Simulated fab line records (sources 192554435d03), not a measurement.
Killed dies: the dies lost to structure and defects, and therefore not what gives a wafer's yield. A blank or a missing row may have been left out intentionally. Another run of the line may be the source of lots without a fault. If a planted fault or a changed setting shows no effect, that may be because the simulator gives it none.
Struck lot and sound lot, side by side -- flow n5Finfet -- 18 steps out of a route of 1938
Sound: wafers L905.2, L905.3, L905.4. Wafers struck: L918.2, L918.4, L918.6. At the end, the cause is stated.
For every step that has rows: the tool of each side, followed by ch and its chambers, followed by its first start. Under that, the readings that differ: sound wafers -- struck wafers -- difference of the means -- sigmas: that difference in standard deviations of wafers without a fault.
alike: readings whose means differ by less than 2 such deviations, and words and numbers that are the same on both sides. not compared: withheld readings, readings that some wafer has no value for, bounds like >300 that may hide the same value, and numbers for which the record gives no deviation and whose values overlap.
The two part at a step that has a row with sigmas, a row that says differs or no value, or rows on one side only. Numbers that have no deviation but don't overlap get no sigmas and don't part them. A reading missing from all wafers of one side parts the sides only when that side holds two or more wafers.

first, 1 step without rows for these wafers: N5_MIM_TOP_LITHO_HARDBAKE_09 (time 120 s).
N5_MIM_TOP_LITHO_CD_MEAS_08: target cd 2000 nm.
  sound on cdSem-02 ch 0, day 12 09:22; struck on cdSem-02 ch 0, day 16 08:31
  alike: cdNm
N5_MIM_TOP_LITHO_OVL_MEAS_11:
  sound on overlay-01 ch 0, day 12 09:24; struck on overlay-01 ch 0, day 16 08:32
  alike: MIM_TOP_OVL
N5_MIM_TOP_LITHO_INSPECT_12: inspects for defects (macro).
  sound on defectInspect-02, day 12 09:25; struck on defectInspect-02, day 16 08:34
  alike: rawDefectCount
N5_MIM_TOP_LITHO_DESCUM_10: chemistry O2, time 7.9 s.
  sound on rieDiel-01 ch 0,1,3, day 12 09:32; struck on rieDiel-04 ch 0,1,2, day 16 08:36
  alike: drypumpMotorCurrentA, oesProductAu, rfVppV, showerheadPlenumPTorr, throttleValvePct
  not compared: rfHoursCounterH
N5_MIM_TOP_ETCH_ETCH_00: etches TiN in Cl2/BCl3, target depth 38.5 nm.
  sound on rieMetal-01 ch 0,1, day 12 09:37; struck on rieMetal-01 ch 0,1, day 16 08:41
  alike: bcl3FlowSccm, biasW, drypumpMotorCurrentA, oesProductAu, throttleValvePct
  not compared: rfHoursCounterH
N5_MIM_TOP_ETCH_STRIP_01: strips in O2.
  sound on rieDiel-02 ch 0,1,3, day 12 09:46; struck on rieDiel-02 ch 0,1, day 16 08:49
  alike: drypumpMotorCurrentA, oesProductAu, rfVppV, showerheadPlenumPTorr, throttleValvePct
  not compared: rfHoursCounterH
N5_MIM_TOP_ETCH_PECVD_03: deposits SiNx from SiH4/NH3/N2, target thk 20 nm, time 17.6 s.
  sound on pecvd-03 ch 0,1,2, day 12 09:49; struck on pecvd-03 ch 0,1, day 16 08:53
  alike: heaterPowerW, showerheadPlenumPTorr, throttleValvePct
then, 4 steps without rows for these wafers: N5_MIM_BOT_LITHO_HMDS_01 (time 60 s); N5_MIM_BOT_LITHO_COAT_02; N5_MIM_BOT_LITHO_EBR_04; N5_MIM_BOT_LITHO_SOFTBAKE_03 (time 90 s).
N5_MIM_BOT_LITHO_EXPOSE_05: exposes mask MIM BOT.
  sound on krfScanner-02 ch 0, day 12 10:08; struck on krfScanner-01 ch 0, day 16 09:04
reading,sound,struck,difference,sigmas
exposureDoseMJCm2,24.227 24.247 24.221,24.694 24.699 24.732,+0.477,+21
  alike: mask
then, 3 steps without rows for these wafers: N5_MIM_BOT_LITHO_PEB_06; N5_MIM_BOT_LITHO_DEVELOP_07 (develop time 60 s); N5_MIM_BOT_LITHO_HARDBAKE_09 (time 120 s).
N5_MIM_BOT_LITHO_CD_MEAS_08: target cd 3000 nm.
  sound on cdSem-03 ch 0, day 12 10:18; struck on cdSem-01 ch 0, day 16 09:15
reading,sound,struck,difference,sigmas
cdNm (nm),2999.9 3000.2 3000.3,3004.8 3004.7 3007.8,+5.6,+4
N5_MIM_BOT_LITHO_OVL_MEAS_11:
  sound on overlay-02 ch 0, day 12 10:20; struck on overlay-01 ch 0, day 16 09:17
  alike: MIM_BOT_OVL

WHERE THEY PART
First at N5_MIM_BOT_LITHO_EXPOSE_05; last, within this record, at N5_MIM_BOT_LITHO_CD_MEAS_08. Later steps at which nothing parts them and some readings are alike: N5_MIM_BOT_LITHO_OVL_MEAS_11.

WHY: what the simulator had put in
Process parameter drift: krfScanner-01, from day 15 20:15 on, at N5_MIM_BOT_LITHO_EXPOSE_05. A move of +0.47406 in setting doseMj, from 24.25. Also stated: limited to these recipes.
